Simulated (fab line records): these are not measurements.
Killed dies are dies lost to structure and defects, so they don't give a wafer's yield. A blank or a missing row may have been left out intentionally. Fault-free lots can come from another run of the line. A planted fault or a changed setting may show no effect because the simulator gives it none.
Matching of chambers || flow n5 finfet || pecvd-04 running N5_BEOL_M7_DEP_56: 3 sister chambers
The step deposits SiCN from 3MS/NH3, target thk 10 nm, time 17.5 s. 3 wafers are shown with their chamber, then 8 later ones without.

WAFERS, EACH WITH ITS CHAMBER
{"wafer": "L087.2", "chamber": 1, "throttle valve pct (%)": 9.2}
{"wafer": "L088.5", "chamber": 0, "throttle valve pct (%)": 11.4}
{"wafer": "L092.1", "chamber": 2, "throttle valve pct (%)": 8.4}

WAFERS WHOSE CHAMBER IS MISSING
{"wafer": "L092.2", "throttle valve pct (%)": 9.4}
{"wafer": "L092.3", "throttle valve pct (%)": 11.2}
{"wafer": "L094.2", "throttle valve pct (%)": 9.4}
{"wafer": "L094.4", "throttle valve pct (%)": 11.1}
{"wafer": "L094.5", "throttle valve pct (%)": 9.2}
{"wafer": "L096.2", "throttle valve pct (%)": 8.1}
{"wafer": "L096.3", "throttle valve pct (%)": 8.9}
{"wafer": "L096.6", "throttle valve pct (%)": 9.2}

CHAMBER TAKEN BY EACH
{"wafer": "L092.2", "from the rows above": 1, "in truth": 1}
{"wafer": "L092.3", "from the rows above": 0, "in truth": 0}
{"wafer": "L094.2", "from the rows above": 1, "in truth": 1}
{"wafer": "L094.4", "from the rows above": 0, "in truth": 0}
{"wafer": "L094.5", "from the rows above": 1, "in truth": 1}
{"wafer": "L096.2", "from the rows above": 2, "in truth": 2}
{"wafer": "L096.3", "from the rows above": "can't be placed: 1 or 2", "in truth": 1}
{"wafer": "L096.6", "from the rows above": 1, "in truth": 1}
Correctly placed: 7 of 8. Cannot be placed on the basis of these rows: 1; the candidates contain the true chamber in 1. Wrongly placed: 0.
How it was worked out, from the rows above alone: a wafer's distance from a chamber is the root of the sum, over the readings, of the square of ((its reading less the chamber's mean) divided by the reading's scatter). The wafer belongs to the nearest chamber; if the next one is less than 2 further off, it can't be placed. A chamber's mean is the mean of its shown wafers. The scatter: with one shown wafer a chamber, the root of the mean of the squares of how far each hidden wafer lies from its nearest shown one.
